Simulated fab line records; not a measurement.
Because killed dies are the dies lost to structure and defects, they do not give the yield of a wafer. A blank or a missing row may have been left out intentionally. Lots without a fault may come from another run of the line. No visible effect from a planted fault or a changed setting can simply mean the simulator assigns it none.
Problem report, 8D (eight disciplines) form, completed by code    flow n5Finfet    the parts of the form that need people (team, actions taken, sign-off) are left out

== 1. THE PROBLEM ==
Wafers without a fault read 2887.5 rpm, standard deviation 2.4; spinSpeedRpm at N5_BEOL_M13_COAT_22 reads a mean of 2998.4 rpm on 9 wafers belonging to 3 lots. That is +46 standard deviations from the usual mean.
The step: resist thk 300 nm.
First seen on wafer L302.2, day 14 20:32, on lithoTrack-04. Wafers with a number at this step in the record: 34, from 12 lots. Rule for "out", or "out of limits": more than 4 standard deviations from the usual mean. Any other wafer with a number is counted as sound.

== 2. WHAT IT IS; WHAT IT IS NOT ==
question                     is                      is not
which readings at this step  spinSpeedRpm            chillPlateTempC, resistLineTempC
which lots                   L302, L303, L306        L291, L294, L297, L300, L301, L308, L310, L312, L313
which wafers of those lots   all that have a number  -
read on which tools          lithoTrack-04           lithoTrack-02, lithoTrack-03
when                         from day 14 20:32       up to then (14 sound wafers); but 11 sound wafers of L308, L310, L312, L313 came after

== 3. THE SUSPECTS, EACH WITH WHAT RULES IT OUT ==
Counting: a tool at a process step up to the reading stays a suspect if it ran every lot that is out and no sound lot after the first of them.
- lithoTrack-04 at N5_BEOL_M13_COAT_22 (resist thk 300 nm): kept. All lots that are out passed through it, beginning with L302 at day 14 20:32, and no sound lot followed; its final sound lot before that point was L301 at day 14 04:57. On those wafers its own readings are out: spinSpeedRpm.
The count leaves lithoTrack-04 at N5_BEOL_M13_COAT_22.

== 4. THE CAUSE (what the simulator had put in) ==
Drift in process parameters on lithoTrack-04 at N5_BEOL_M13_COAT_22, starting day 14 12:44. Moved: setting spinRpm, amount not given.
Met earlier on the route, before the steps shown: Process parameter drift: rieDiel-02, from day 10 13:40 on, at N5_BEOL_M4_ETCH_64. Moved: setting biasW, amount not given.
The count eliminated every tool but this one.

== 5. SEQUENCE OF EFFECTS, ordered by route ==
Each row: a reading where the mean over the struck wafers with a number is more than 3 standard deviations away from the usual. Scope: only readings with a usual standard deviation given in the record; hours: median across lots of the time from each lot's start at the first step in this table that gives one to its start at this step; sigmas: change in usual standard deviations.
hours  step                 reading       usual       on struck wafers  change  sigmas
0      N5_BEOL_M13_COAT_22  spinSpeedRpm  2887.5 rpm  2998.4            +110.9  +46
Its process steps:
- N5_BEOL_M13_COAT_22: resist thk 300 nm.
Later steps that measure or inspect, where all struck wafers having a row at the step show a number for every such reading and not one has moved that far: N5_BEOL_M13_OVL_MEAS_29.

== 6. WHAT WOULD HAVE CAUGHT IT SOONER ==
First out-of-limits reading in this record: day 14 20:32, which is 8 hours after fault onset at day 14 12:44.
